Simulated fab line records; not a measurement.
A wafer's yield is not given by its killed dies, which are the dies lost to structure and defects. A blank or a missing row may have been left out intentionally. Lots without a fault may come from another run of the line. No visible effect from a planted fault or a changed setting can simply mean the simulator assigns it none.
fab line records    flow n5_finfet
record lots=24  wafers=72  last_day=20
route steps=1938 shown BEOL_M13@1710 BEOL_M14@1733 MIM_TOP_LITHO@1848
lots untouched by any fault: they come from a run of this same line in which no faults occurred
start_h: the number of hours between the record's first day and the start of the first shown wafer of the lot    wait_h: hours elapsed since this lot's preceding step    " unchanged from the row above    L1.1+2: several wafers, shown together as one row    - no value present, or no start provided    * or withheld: withheld    < > ~ a bound
route shown NAME@n: a module of which the file shows steps, and the number in the route of the first    usual: the fault-free wafers' mean and standard deviation    same: alike in all rows    chamber/n: place in a boat    sites: readings site by site    _std_site: the standard deviation of these    _edge_site: mean of outer sites minus mean of inner sites    radius_mm: for every site, how far away it sits from the centre of the wafer    mask NAME#n: copy n    behind: the most recent tool/chamber to have shaped the wafer    hold: why the lot went on hold/how many hours it stayed there/how the hold came to an end    device: names the non-switching transistor (n, p or np)    end of line: tests of these same wafers at the route's end    step lacking rows: just its recipe    killed: not the wafer's yield, but the dies lost to structure and defects at the first sort    map: the dies of a wafer, with x for killed, . for not killed, _ for no die there
set.NAME: the setting as run; set.NAME@STEP: as run at that earlier step    model.NAME: the simulator's own value behind a step, which no gauge read
steps of the route over a sample of lots; a table a step, a row a wafer
services: the hour from which a tool's chamber was out of use, counted from the record's first day as start_h (under 0 if before that day), plus the number of hours and why
## steps
# step N5_BEOL_M13_CMP_49
# recipe stop_on=SiOC  t_overpolish_s=17.1  down_force_psi=1  platen_rpm=50  clearing_platen_down_force_psi=1.5  clearing_platen_rpm=50  post_cmp_clean=cu_alkaline  target_thk_nm=420  clearing_platen_pad_velocity_m_s=0.99484  pad_velocity_m_s=0.99484
# usual barrier_field_endpoint_s=30.3/0.63  motor_current_A=5.9/0.58  overpolish_run_s=17.100/0.0081  slurry_filter_dp_kPa=13.53/0.14
# same t_overpolish_s=17.1
lot.wafer  tool    chamber  start_h  wait_h  barrier_field_endpoint_s  motor_current_A  overpolish_run_s  slurry_filter_dp_kPa
L074.1     cmp-02  1        283.89   0.3     30.1                      7.4              17.106            13.71
L074.4     "       3        "        "       31.2                      6.4              17.096            13.61
L074.6     "       1        "        "       29.8                      6.9              17.102            13.52
L076.2     cmp-01  1        296.65   0.2     30.2                      5.9              17.097            13.62
L076.3     "       0        "        "       30.1                      5.4              17.084            13.51
L076.5     "       1        "        "       29.9                      6.0              17.110            13.55
L075.1     cmp-01  3        296.93   0.3     30.7                      5.7              17.102            13.51
L075.4     "       1        "        "       30.4                      5.9              17.115            13.59
L075.5     "       3        "        "       30.1                      5.5              17.098            13.40
L078.4     cmp-01  2        312.03   0.2     30.5                      5.2              17.105            13.66
L078.1     "       3        "        "       30.9                      5.7              17.098            13.47
L078.6     "       0        "        "       30.3                      5.7              17.092            13.57
L080.3     cmp-02  0        312.14   0.2     30.3                      5.7              17.106            13.59
L080.2     "       3        "        "       30.4                      6.5              17.092            13.52
L080.6     "       1        "        "       30.1                      7.0              17.094            13.43
L081.4     cmp-03  2        312.29   0.2     31.1                      5.5              17.095            13.70
L081.1     "       3        "        "       31.8                      6.7              17.106            13.29
L081.5     "       1        "        "       31.3                      6.4              17.105            13.67
L079.4     cmp-01  3        315.65   0.2     29.3                      5.8              17.110            13.60
L079.5     "       1        "        "       29.7                      6.0              17.106            13.53
L079.6     "       2        "        "       30.3                      5.0              17.093            13.42
L077.4     cmp-01  1        316.85   0.2     31.0                      6.0              17.099            13.60
L077.1     "       3        "        "       29.8                      5.4              17.101            13.37
L077.5     "       1        "        "       30.9                      6.3              17.123            13.34
L083.4     cmp-01  2        332.89   0.1     30.8                      4.7              17.105            13.47
L083.1     "       0        "        "       30.8                      5.4              17.101            13.42
L083.6     "       3        "        "       31.4                      5.7              17.105            13.41
L082.1     cmp-01  1        334.59   0.4     30.7                      6.3              17.092            13.51
L082.5     "       2        "        "       31.0                      5.2              17.101            13.63
L082.6     "       3        "        "       30.2                      5.3              17.095            13.72
L084.3     cmp-01  1        339.26   0.4     30.4                      5.9              17.091            13.63
L084.2     "       2        "        "       30.5                      5.3              17.087            13.60
L084.5     "       3        "        "       30.5                      5.4              17.094            13.58
L086.1     cmp-02  2        345.76   0.5     29.9                      5.7              17.116            13.65
L086.4     "       3        "        "       30.4                      6.5              17.114            13.37
L086.5     "       3        "        "       30.4                      6.4              17.095            13.52
L085.4     cmp-03  1        349.50   0.4     29.7                      6.1              17.100            13.49
L085.3     "       0        "        "       29.4                      6.0              17.091            13.32
L085.5     "       1        "        "       29.6                      6.2              17.095            13.69
L089.3     cmp-01  1        354.63   0.3     30.2                      5.9              17.102            13.65
L089.4     "       2        "        "       31.8                      4.9              17.097            13.63
L089.6     "       0        "        "       31.2                      5.7              17.097            13.46
L087.4     cmp-02  1        357.34   0.2     30.8                      6.9              17.099            13.60
L087.5     "       0        "        "       30.6                      6.0              17.112            13.52
L087.6     "       1        "        "       30.7                      7.1              17.097            13.56
L088.1     cmp-02  1        368.79   0.3     28.8                      7.0              17.092            13.70
L088.4     "       3        "        "       29.4                      5.9              17.101            13.86
L088.6     "       1        "        "       30.0                      6.8              17.084            13.61
L090.1     cmp-03  0        380.22   0.3     30.9                      5.8              17.121            13.53
L090.5     "       0        "        "       29.7                      6.0              17.088            13.74
L090.6     "       1        "        "       30.5                      6.5              17.110            13.42
L092.4     cmp-03  2        381.03   0.3     30.7                      5.8              17.099            13.52
L092.2     "       3        "        "       30.0                      6.7              17.094            13.63
L092.5     "       0        "        "       29.9                      6.2              17.104            13.41
L091.4     cmp-02  0        381.32   0.1     30.5                      5.4              17.091            13.60
L091.2     "       1        "        "       29.1                      6.9              17.103            13.58
L091.3     "       3        "        "       30.1                      6.7              17.111            13.28
L093.4     cmp-01  2        383.40   0.2     31.0                      5.2              17.090            13.29
L093.2     "       3        "        "       31.4                      5.5              17.099            13.60
L093.3     "       1        "        "       30.8                      6.1              17.103            13.58
L094.2     cmp-03  1        394.37   0.4     29.5                      6.1              17.106            13.43
L094.4     "       3        "        "       29.8                      6.9              17.104            13.49
L094.5     "       1        "        "       29.2                      6.0              17.093            13.43
L095.3     cmp-01  3        413.26   0.2     30.2                      5.6              17.091            13.43
L095.1     "       0        "        "       30.9                      5.3              17.104            13.48
L095.6     "       0        "        "       30.0                      5.6              17.104            13.65
L096.2     cmp-03  0        416.82   0.3     29.8                      6.3              17.090            13.58
L096.4     "       1        "        "       29.9                      6.1              17.103            13.64
L096.6     "       0        "        "       30.2                      6.0              17.111            13.45
L097.1     cmp-02  0        438.65   0.3     30.5                      5.7              17.095            13.26
L097.2     "       3        "        "       30.9                      6.6              17.095            13.64
L097.5     "       0        "        "       28.9                      5.5              17.091            13.81
# step N5_BEOL_M13_INSPECT_55
# recipe inspect_instrument=darkfield  mode=post_dep
# usual raw_defect_count=60/22
lot.wafer  tool               chamber  start_h  wait_h  raw_defect_count
L074.1     defect_inspect-01  -        284.33   0.0     58
L074.4     "                  -        "        "       56
L074.6     "                  -        "        "       76
L076.2     defect_inspect-02  -        297.13   0.0     73
L076.3     "                  -        "        "       61
L076.5     "                  -        "        "       76
L075.1     defect_inspect-02  -        297.38   0.0     64
L075.4     "                  -        "        "       53
L075.5     "                  -        "        "       63
L078.1     defect_inspect-01  -        312.41   0.0     41
L078.4     "                  -        "        "       108
L078.6     "                  -        "        "       69
L080.2     defect_inspect-02  -        312.62   0.0     88
L080.3     "                  -        "        "       74
L080.6     "                  -        "        "       107
L081.1     defect_inspect-02  -        312.70   0.0     49
L081.4     "                  -        "        "       62
L081.5     "                  -        "        "       73
L079.4     defect_inspect-01  -        316.03   0.0     81
L079.5     "                  -        "        "       54
L079.6     "                  -        "        "       42
L077.1     defect_inspect-01  -        317.30   0.0     40
L077.4     "                  -        "        "       33
L077.5     "                  -        "        "       34
L083.1     defect_inspect-01  -        333.35   0.0     80
L083.4     "                  -        "        "       82
L083.6     "                  -        "        "       80
L082.1     defect_inspect-02  -        334.93   0.0     37
L082.5     "                  -        "        "       51
L082.6     "                  -        "        "       47
L084.2     defect_inspect-01  -        339.63   0.0     65
L084.3     "                  -        "        "       56
L084.5     "                  -        "        "       96
L086.1     defect_inspect-01  -        346.21   0.0     64
L086.4     "                  -        "        "       98
L086.5     "                  -        "        "       61
L085.3     defect_inspect-02  -        349.95   0.0     111
L085.4     "                  -        "        "       120
L085.5     "                  -        "        "       42
L089.3     defect_inspect-01  -        355.00   0.0     66
L089.4     "                  -        "        "       69
L089.6     "                  -        "        "       49
L087.4     defect_inspect-01  -        357.75   0.0     75
L087.5     "                  -        "        "       56
L087.6     "                  -        "        "       41
L088.1     defect_inspect-02  -        369.48   0.3     80
L088.4     "                  -        "        "       66
L088.6     "                  -        "        "       33
L090.1     defect_inspect-02  -        380.67   0.0     84
L090.5     "                  -        "        "       75
L090.6     "                  -        "        "       48
L092.2     defect_inspect-01  -        381.41   0.0     57
L092.4     "                  -        "        "       63
L092.5     "                  -        "        "       32
L091.2     defect_inspect-01  -        381.77   0.0     48
L091.3     "                  -        "        "       37
L091.4     "                  -        "        "       45
L093.2     defect_inspect-02  -        383.85   0.0     29
L093.3     "                  -        "        "       88
L093.4     "                  -        "        "       53
L094.2     defect_inspect-01  -        394.85   0.0     42
L094.4     "                  -        "        "       44
L094.5     "                  -        "        "       37
L095.1     defect_inspect-02  -        413.71   0.0     29
L095.3     "                  -        "        "       36
L095.6     "                  -        "        "       43
L096.2     defect_inspect-01  -        417.27   0.0     46
L096.4     "                  -        "        "       49
L096.6     "                  -        "        "       27
L097.1     defect_inspect-01  -        439.10   0.0     41
L097.2     "                  -        "        "       50
L097.5     "                  -        "        "       38
# step N5_BEOL_M14_STRIP_64
# recipe chemistry=O2  power_w=600  temp_c=60  pressure_mtorr=30  rf_frequency_hz=6e+07  bias_power_w=0  overash_fraction=0.3  o2_flow_sccm=225
# usual drypump_motor_current_A=5.6/0.52  oes_product_au=0.82/0.074  rf_vpp_V=3.7/0.47  showerhead_plenum_p_Torr=2.14/0.078  throttle_valve_pct=16.61/0.16
lot.wafer  tool         chamber  start_h  wait_h  drypump_motor_current_A  oes_product_au  rf_hours_counter_h  rf_vpp_V  showerhead_plenum_p_Torr  throttle_valve_pct
L074.1     rie_diel-01  3        -        -       6.3                      0.83            65                  3.7       2.05                      16.71
L074.4     "            2        "        "       5.4                      0.85            55                  3.8       2.22                      16.56
L074.6     "            1        "        "       5.1                      0.84            -                   3.3       2.21                      16.62
L076.2     rie_diel-03  0        -        -       5.5                      0.89            40                  3.3       2.04                      16.34
L076.3     "            2        "        "       5.3                      0.70            244                 3.3       1.97                      16.84
L076.5     "            1        "        "       6.4                      0.82            -                   2.5       2.20                      16.65
L075.1     rie_diel-01  2        -        -       5.3                      0.86            59                  3.7       2.22                      16.56
L075.4     "            1        "        "       5.1                      0.84            75                  3.6       2.21                      16.64
L075.5     "            2        "        "       5.3                      0.86            -                   3.7       2.22                      16.57
L078.1     rie_diel-04  2        -        -       6.1                      0.76            142                 4.2       2.11                      16.56
L078.4     "            0        "        "       5.4                      0.82            -                   3.6       2.03                      16.60
L078.6     "            3        "        "       6.0                      0.90            -                   3.9       2.21                      16.60
L080.2     rie_diel-03  3        -        -       4.9                      0.69            246                 3.9       2.15                      17.05
L080.3     "            1        "        "       6.5                      0.81            106                 4.2       2.20                      16.67
L080.6     "            3        "        "       4.8                      0.68            -                   3.0       2.15                      17.04
L081.1     rie_diel-04  0        -        -       5.3                      0.81            90                  2.7       2.03                      16.59
L081.4     "            0        "        "       5.3                      0.81            -                   3.6       2.03                      16.57
L081.5     "            2        "        "       6.1                      0.75            -                   3.9       2.11                      16.58
L079.4     rie_diel-03  0        -        -       5.5                      0.88            -                   2.8       2.04                      16.34
L079.5     "            3        "        "       4.9                      0.68            -                   3.4       2.15                      17.06
L079.6     "            1        "        "       6.5                      0.81            -                   4.0       2.20                      16.66
L077.1     rie_diel-03  1        -        -       6.5                      0.82            109                 3.1       2.20                      16.65
L077.4     "            1        "        "       6.5                      0.81            -                   4.2       2.20                      16.67
L077.5     "            0        "        "       5.5                      0.88            -                   4.5       2.04                      16.34
L083.1     rie_diel-01  1        -        -       5.1                      0.81            88                  3.7       2.21                      16.65
L083.4     "            0        "        "       5.8                      0.75            143                 3.6       2.10                      16.66
L083.6     "            1        "        "       5.1                      0.80            -                   3.2       2.21                      16.63
L082.1     rie_diel-03  2        -        -       5.3                      0.99            2                   3.7       2.23                      16.40
L082.5     "            1        "        "       6.5                      0.80            -                   3.9       2.19                      16.68
L082.6     "            0        "        "       5.5                      0.87            -                   4.2       2.03                      16.35
L084.2     rie_diel-01  3        -        -       6.3                      0.80            85                  3.7       2.04                      16.74
L084.3     "            2        "        "       5.4                      0.83            77                  3.1       2.21                      16.61
L084.5     "            0        "        "       5.8                      0.76            -                   3.6       2.10                      16.65
L086.1     rie_diel-04  0        -        -       5.3                      0.81            103                 3.7       2.02                      16.62
L086.4     "            2        "        "       6.1                      0.74            155                 4.2       2.10                      16.60
L086.5     "            3        "        "       6.1                      0.88            -                   4.3       2.21                      16.63
L085.3     rie_diel-03  1        -        -       6.5                      0.79            125                 3.3       2.19                      16.68
L085.4     "            1        "        "       6.5                      0.78            -                   3.5       2.19                      16.69
L085.5     "            2        "        "       5.3                      0.96            -                   4.1       2.23                      16.41
L089.3     rie_diel-01  1        -        -       5.1                      0.81            96                  4.3       2.21                      16.65
L089.4     "            2        "        "       5.3                      0.82            82                  3.5       2.21                      16.59
L089.6     "            2        "        "       5.3                      0.82            -                   3.1       2.21                      16.61
L087.4     rie_diel-03  3        -        -       4.8                      1.02            1                   2.7       2.15                      16.56
L087.5     "            0        "        "       5.5                      0.86            -                   4.0       2.03                      16.38
L087.6     "            3        "        "       4.8                      1.01            -                   3.4       2.15                      16.57
L088.1     rie_diel-04  2        -        -       6.1                      0.74            162                 3.2       2.10                      16.62
L088.4     "            0        "        "       5.3                      0.80            110                 3.6       2.02                      16.61
L088.6     "            3        "        "       6.1                      0.86            -                   3.6       2.21                      16.65
L090.1     rie_diel-03  2        -        -       5.3                      0.95            19                  3.2       2.23                      16.43
L090.5     "            1        "        "       6.5                      0.79            -                   3.8       2.19                      16.72
L090.6     "            0        "        "       5.5                      0.83            -                   3.5       2.03                      16.41
L092.2     rie_diel-03  1        -        -       6.5                      0.79            134                 3.8       2.19                      16.71
L092.4     "            3        "        "       4.8                      0.98            9                   3.7       2.15                      16.58
L092.5     "            2        "        "       5.3                      0.95            -                   3.4       2.23                      16.44
L091.2     rie_diel-03  2        -        -       5.3                      0.95            20                  4.5       2.23                      16.42
L091.3     "            1        "        "       6.5                      0.79            135                 4.3       2.19                      16.70
L091.4     "            0        "        "       5.5                      0.86            72                  4.1       2.03                      16.40
L093.2     rie_diel-04  2        -        -       6.1                      0.74            168                 2.4       2.10                      16.64
L093.3     "            3        "        "       6.0                      0.85            69                  3.5       2.20                      16.66
L093.4     "            0        "        "       5.3                      0.79            115                 3.9       2.02                      16.64
L094.2     rie_diel-04  0        -        -       5.3                      0.79            119                 3.5       2.02                      16.65
L094.4     "            1        "        "       5.0                      0.79            90                  3.9       2.21                      16.44
L094.5     "            0        "        "       5.3                      0.78            -                   3.4       2.02                      16.64
L095.1     rie_diel-01  1        -        -       5.1                      0.78            118                 3.8       2.20                      16.70
L095.3     "            3        "        "       6.3                      0.79            112                 3.4       2.03                      16.80
L095.6     "            1        "        "       5.1                      0.79            -                   3.3       2.20                      16.69
L096.2     rie_diel-04  3        -        -       6.0                      0.84            79                  4.0       2.20                      16.67
L096.4     "            0        "        "       5.3                      0.78            125                 3.5       2.02                      16.67
L096.6     "            2        "        "       6.1                      0.74            -                   3.8       2.09                      16.66
L097.1     rie_diel-04  0        -        -       5.3                      0.78            132                 2.9       2.01                      16.66
L097.2     "            2        "        "       6.1                      0.74            184                 3.3       2.09                      16.68
L097.5     "            0        "        "       5.3                      0.78            -                   3.0       2.01                      16.67
# step N5_BEOL_M14_ETCH_67
# recipe chemistry=CF4  target=SiARC  target_depth_a=1430  time_s=238.3  ion_energy_ev=80  pressure_mtorr=40  source_w=545  bias_w=36  Ar_flow_sccm=100  cf4_flow_sccm=100  ends=cleared
# usual drypump_motor_current_A=5.6/0.49  etch_rf_on_time_s=237/3.1  oes_product_au=0.69/0.049  rf_vpp_V=184.5/1.2  showerhead_plenum_p_Torr=2.18/0.075  throttle_valve_pct=15.55/0.13
lot.wafer  tool         chamber  start_h  wait_h  drypump_motor_current_A  etch_rf_on_time_s  oes_product_au  rf_hours_counter_h  rf_vpp_V  showerhead_plenum_p_Torr  throttle_valve_pct
L074.1     rie_diel-03  0        286.04   0.0     5.5                      236                0.78            37                  183.8     2.09                      15.30
L074.4     "            2        "        "       5.3                      241                0.59            241                 182.4     2.03                      15.86
L074.6     "            0        "        "       5.6                      235                0.78            -                   184.0     2.09                      15.31
L076.2     rie_diel-04  2        298.69   0.0     6.1                      237                0.65            135                 183.6     2.14                      15.46
L076.3     "            3        "        "       6.0                      232                0.77            36                  186.1     2.27                      15.58
L076.5     "            3        "        "       6.0                      230                0.78            -                   185.3     2.27                      15.58
L075.1     rie_diel-04  2        299.66   0.0     6.1                      239                0.64            136                 183.6     2.14                      15.47
L075.4     "            0        "        "       5.3                      243                0.70            -                   182.8     2.08                      15.52
L075.5     "            2        "        "       6.1                      237                0.65            -                   185.3     2.14                      15.46
L078.1     rie_diel-01  2        314.15   0.0     5.4                      236                0.73            66                  185.3     2.26                      15.51
L078.4     "            1        "        "       5.1                      239                0.70            80                  185.3     2.26                      15.59
L078.6     "            3        "        "       6.3                      233                0.71            -                   183.4     2.09                      15.64
L080.2     rie_diel-03  3        314.43   0.0     4.8                      240                0.59            246                 184.0     2.19                      16.00
L080.3     "            0        "        "       5.5                      238                0.76            45                  182.6     2.09                      15.34
L080.6     "            3        "        "       4.8                      241                0.59            -                   184.1     2.19                      15.99
L081.1     rie_diel-04  2        314.61   0.0     6.1                      236                0.64            143                 183.9     2.14                      15.48
L081.4     "            0        "        "       5.3                      243                0.69            -                   184.4     2.08                      15.53
L081.5     "            2        "        "       6.1                      236                0.65            -                   183.5     2.14                      15.48
L079.4     rie_diel-04  0        317.69   0.0     5.3                      240                0.69            92                  184.2     2.08                      15.52
L079.5     "            2        "        "       6.1                      237                0.65            -                   184.1     2.14                      15.48
L079.6     "            1        "        "       5.1                      239                0.71            -                   185.5     2.25                      15.29
L077.1     rie_diel-01  3        319.24   0.0     6.3                      233                0.70            77                  183.1     2.09                      15.64
L077.4     "            2        "        "       5.3                      238                0.71            68                  186.9     2.26                      15.49
L077.5     "            0        "        "       5.8                      240                0.65            -                   185.3     2.14                      15.56
L083.1     rie_diel-04  0        335.53   0.0     5.3                      238                0.70            99                  183.6     2.08                      15.55
L083.4     "            3        "        "       6.1                      232                0.75            51                  185.4     2.26                      15.61
L083.6     "            1        "        "       5.1                      241                0.69            -                   185.4     2.25                      15.31
L082.1     rie_diel-01  0        337.45   0.0     5.8                      237                0.64            144                 185.5     2.14                      15.57
L082.5     "            3        "        "       6.3                      234                0.70            -                   183.1     2.08                      15.65
L082.6     "            2        "        "       5.3                      239                0.71            -                   185.4     2.25                      15.51
L084.2     rie_diel-01  2        342.00   0.0     5.3                      240                0.70            77                  184.6     2.25                      15.54
L084.3     "            3        "        "       6.3                      236                0.69            85                  182.4     2.08                      15.65
L084.5     "            1        "        "       5.1                      239                0.69            -                   184.8     2.25                      15.63
L086.1     rie_diel-01  0        347.95   0.0     5.8                      238                0.65            148                 186.0     2.14                      15.58
L086.4     "            2        "        "       5.3                      237                0.70            79                  185.8     2.25                      15.52
L086.5     "            3        "        "       6.3                      233                0.70            -                   182.6     2.08                      15.66
L085.3     rie_diel-03  2        351.62   0.0     5.3                      231                0.82            10                  186.4     2.28                      15.37
L085.4     "            2        "        "       5.3                      232                0.82            -                   185.5     2.28                      15.38
L085.5     "            0        "        "       5.5                      235                0.75            -                   183.7     2.08                      15.37
L089.3     rie_diel-01  1        357.88   0.0     5.1                      237                0.69            97                  185.1     2.25                      15.62
L089.4     "            3        "        "       6.3                      236                0.69            91                  182.2     2.08                      15.68
L089.6     "            0        "        "       5.8                      238                0.64            -                   184.7     2.14                      15.61
L087.4     rie_diel-01  3        359.95   0.0     6.3                      232                0.70            93                  183.3     2.08                      15.67
L087.5     "            1        "        "       5.1                      235                0.70            -                   185.6     2.25                      15.64
L087.6     "            2        "        "       5.4                      236                0.71            -                   185.5     2.25                      15.53
L088.1     rie_diel-04  3        371.40   0.0     6.1                      230                0.74            64                  184.3     2.26                      15.62
L088.4     "            2        "        "       6.1                      236                0.63            163                 184.3     2.13                      15.52
L088.6     "            0        "        "       5.3                      238                0.69            -                   184.2     2.07                      15.58
L090.1     rie_diel-04  1        382.53   0.0     5.1                      240                0.69            85                  184.4     2.24                      15.34
L090.5     "            2        "        "       6.1                      238                0.62            -                   184.8     2.13                      15.52
L090.6     "            1        "        "       5.0                      240                0.68            -                   185.0     2.24                      15.33
L092.2     rie_diel-01  3        383.70   0.0     6.3                      233                0.68            102                 181.4     2.08                      15.70
L092.4     "            0        "        "       5.7                      237                0.64            162                 183.1     2.13                      15.62
L092.5     "            0        "        "       5.7                      237                0.63            -                   183.7     2.13                      15.62
L091.2     rie_diel-04  0        383.98   0.0     5.3                      241                0.67            115                 183.4     2.07                      15.58
L091.3     "            3        "        "       6.0                      234                0.73            69                  185.2     2.26                      15.64
L091.4     "            2        "        "       6.1                      239                0.62            167                 183.1     2.13                      15.53
L093.2     rie_diel-04  0        385.78   0.0     5.3                      242                0.68            115                 183.3     2.07                      15.61
L093.3     "            1        "        "       5.0                      241                0.68            87                  185.7     2.24                      15.35
L093.4     "            3        "        "       6.1                      234                0.73            70                  185.3     2.26                      15.62
L094.2     rie_diel-03  2        397.09   0.0     5.3                      233                0.80            24                  185.6     2.27                      15.42
L094.4     "            3        "        "       4.8                      233                0.82            12                  185.8     2.19                      15.50
L094.5     "            1        "        "       6.5                      238                0.66            -                   186.9     2.23                      15.68
L095.1     rie_diel-03  0        415.63   0.0     5.5                      235                0.72            83                  181.6     2.08                      15.39
L095.3     "            1        "        "       6.5                      239                0.65            145                 185.5     2.23                      15.68
L095.6     "            0        "        "       5.5                      235                0.72            -                   184.0     2.08                      15.40
L096.2     rie_diel-01  0        418.77   0.0     5.7                      239                0.62            173                 182.8     2.13                      15.64
L096.4     "            1        "        "       5.1                      238                0.67            118                 184.6     2.24                      15.66
L096.6     "            3        "        "       6.3                      233                0.67            -                   182.8     2.07                      15.73
L097.1     rie_diel-04  3        441.16   0.0     6.0                      230                0.72            86                  184.8     2.25                      15.69
L097.2     "            2        "        "       6.1                      235                0.63            184                 185.1     2.13                      15.55
L097.5     "            0        "        "       5.3                      240                0.67            -                   183.2     2.07                      15.61
# step N5_BEOL_M14_INSPECT_55
# recipe inspect_instrument=darkfield  mode=post_dep
# usual raw_defect_count=69/24
lot.wafer  tool               chamber  start_h  wait_h  raw_defect_count
L074.1     defect_inspect-01  -        292.00   0.0     37
L074.4     "                  -        "        "       58
L074.6     "                  -        "        "       47
L076.2     defect_inspect-01  -        300.93   0.0     89
L076.3     "                  -        "        "       49
L076.5     "                  -        "        "       83
L075.1     defect_inspect-02  -        301.89   0.0     55
L075.4     "                  -        "        "       49
L075.5     "                  -        "        "       64
L078.1     defect_inspect-01  -        316.94   0.0     82
L078.4     "                  -        "        "       101
L078.6     "                  -        "        "       98
L080.2     defect_inspect-01  -        319.93   0.0     56
L080.3     "                  -        "        "       30
L080.6     "                  -        "        "       40
L081.1     defect_inspect-02  -        320.36   0.0     70
L081.4     "                  -        "        "       42
L081.5     "                  -        "        "       46
L079.4     defect_inspect-02  -        320.63   0.0     50
L079.5     "                  -        "        "       71
L079.6     "                  -        "        "       44
L077.1     defect_inspect-02  -        323.92   0.0     55
L077.4     "                  -        "        "       30
L077.5     "                  -        "        "       66
L083.1     defect_inspect-02  -        338.20   0.0     59
L083.4     "                  -        "        "       59
L083.6     "                  -        "        "       66
L082.1     defect_inspect-02  -        340.75   0.0     58
L082.5     "                  -        "        "       62
L082.6     "                  -        "        "       49
L084.2     defect_inspect-02  -        346.11   0.0     37
L084.3     "                  -        "        "       42
L084.5     "                  -        "        "       36
L086.1     defect_inspect-01  -        354.46   0.0     65
L086.4     "                  -        "        "       70
L086.5     "                  -        "        "       81
L085.3     defect_inspect-02  -        355.79   0.0     39
L085.4     "                  -        "        "       50
L085.5     "                  -        "        "       52
L089.3     defect_inspect-02  -        361.93   0.0     46
L089.4     "                  -        "        "       74
L089.6     "                  -        "        "       54
L087.4     defect_inspect-02  -        362.57   0.0     49
L087.5     "                  -        "        "       34
L087.6     "                  -        "        "       77
L088.1     defect_inspect-01  -        377.40   0.0     68
L088.4     "                  -        "        "       57
L088.6     "                  -        "        "       92
L090.1     defect_inspect-02  -        388.46   0.0     69
L090.5     "                  -        "        "       82
L090.6     "                  -        "        "       88
L092.2     defect_inspect-01  -        389.67   0.0     67
L092.4     "                  -        "        "       114
L092.5     "                  -        "        "       172
L091.2     defect_inspect-01  -        393.12   0.0     104
L091.3     "                  -        "        "       59
L091.4     "                  -        "        "       107
L093.2     defect_inspect-02  -        394.14   0.0     71
L093.3     "                  -        "        "       59
L093.4     "                  -        "        "       101
L094.2     defect_inspect-01  -        404.37   0.0     84
L094.4     "                  -        "        "       71
L094.5     "                  -        "        "       114
L095.1     defect_inspect-01  -        421.85   0.0     87
L095.3     "                  -        "        "       136
L095.6     "                  -        "        "       120
L096.2     defect_inspect-01  -        422.14   0.0     68
L096.4     "                  -        "        "       75
L096.6     "                  -        "        "       56
L097.1     defect_inspect-01  -        444.61   0.0     123
L097.2     "                  -        "        "       109
L097.5     "                  -        "        "       88
# step N5_MIM_TOP_LITHO_OVL_MEAS_11
# recipe points_per_wafer=44
# usual MIM_TOP_OVL=3/5.7
lot.wafer  tool        chamber  start_h  wait_h  MIM_TOP_OVL[nm]
L074.1     overlay-02  0        299.86   0.0     8
L074.4     "           0        "        "       9
L074.6     "           0        "        "       2
L076.2     overlay-01  0        312.02   0.0     6
L076.3     "           0        "        "       12
L076.5     "           0        "        "       9
L075.1     overlay-02  0        314.72   0.0     1
L075.4     "           0        "        "       2
L075.5     "           0        "        "       -1
L078.1     overlay-01  0        327.08   0.0     -2
L078.4     "           0        "        "       5
L078.6     "           0        "        "       -2
L080.2     overlay-02  0        328.72   0.0     12
L080.3     "           0        "        "       7
L080.6     "           0        "        "       6
L081.1     overlay-02  0        331.44   0.0     10
L081.4     "           0        "        "       6
L081.5     "           0        "        "       8
L079.4     overlay-02  0        332.22   0.0     11
L079.5     "           0        "        "       -2
L079.6     "           0        "        "       1
L077.1     overlay-01  0        333.77   0.0     12
L077.4     "           0        "        "       10
L077.5     "           0        "        "       3
L083.1     overlay-02  0        345.80   0.0     4
L083.4     "           0        "        "       -5
L083.6     "           0        "        "       -3
L082.1     overlay-02  0        352.98   0.0     -11
L082.5     "           0        "        "       -3
L082.6     "           0        "        "       6
L084.2     overlay-01  0        357.72   0.0     4
L084.3     "           0        "        "       -2
L084.5     "           0        "        "       2
L086.1     overlay-01  0        365.09   0.0     7
L086.4     "           0        "        "       7
L086.5     "           0        "        "       5
L085.3     overlay-01  0        365.72   0.0     -2
L085.4     "           0        "        "       8
L085.5     "           0        "        "       3
L089.3     overlay-02  0        369.55   0.0     4
L089.4     "           0        "        "       12
L089.6     "           0        "        "       12
L087.4     overlay-01  0        370.66   0.0     6
L087.5     "           0        "        "       3
L087.6     "           0        "        "       12
L088.1     overlay-02  0        388.16   0.0     0
L088.4     "           0        "        "       -3
L088.6     "           0        "        "       4
L090.1     overlay-01  0        400.68   0.0     15
L090.5     "           0        "        "       9
L090.6     "           0        "        "       6
L092.2     overlay-02  0        402.94   0.0     3
L092.4     "           0        "        "       8
L092.5     "           0        "        "       4
L091.2     overlay-01  0        403.51   0.0     -8
L091.3     "           0        "        "       -2
L091.4     "           0        "        "       -10
L093.2     overlay-02  0        404.00   0.0     -8
L093.3     "           0        "        "       6
L093.4     "           0        "        "       2
L094.2     overlay-02  0        413.43   0.0     -2
L094.4     "           0        "        "       0
L094.5     "           0        "        "       -8
L096.2     overlay-01  0        431.15   0.0     10
L096.4     "           0        "        "       12
L096.6     "           0        "        "       8
L095.1     overlay-01  0        431.31   0.0     -7
L095.3     "           0        "        "       1
L095.6     "           0        "        "       6
L097.1     overlay-01  0        456.33   0.0     5
L097.2     "           0        "        "       7
L097.5     "           0        "        "       6
## services
tool         chamber  start_h  hours  kind
rie_diel-01  0        264.71   3.7    repair
cmp-01       -        265.45   0.5    repair
cmp-03       -        273.77   4.5    pm
cmp-03       -        292.87   4.8    pm
rie_diel-04  1        294.03   23.1   repair
rie_diel-03  2        313.71   -      clean
rie_diel-03  2        313.71   -      consumable_replace:focus_ring
rie_diel-03  2        313.71   -      consumable_replace:showerhead
rie_diel-03  2        313.71   17.9   scheduled_down
rie_diel-03  2        313.71   17.9   vent_cycle
rie_diel-03  3        331.61   -      clean
rie_diel-03  3        331.61   -      consumable_replace:focus_ring
rie_diel-03  3        331.61   20.4   scheduled_down
rie_diel-03  3        331.61   20.4   vent_cycle
cmp-03       -        333.31   1.5    repair
cmp-02       -        335.62   5.2    pm
cmp-03       -        341.65   1.3    repair
rie_diel-03  -        353.27   4.3    pm
cmp-03       -        356.61   1.8    repair
cmp-01       -        369.76   0.3    repair
cmp-01       -        387.43   4.0    pm
cmp-02       -        389.17   3.4    pm
cmp-01       -        391.43   -      consumable_replace:conditioner
cmp-02       -        407.14   4.1    repair
## key
fault none
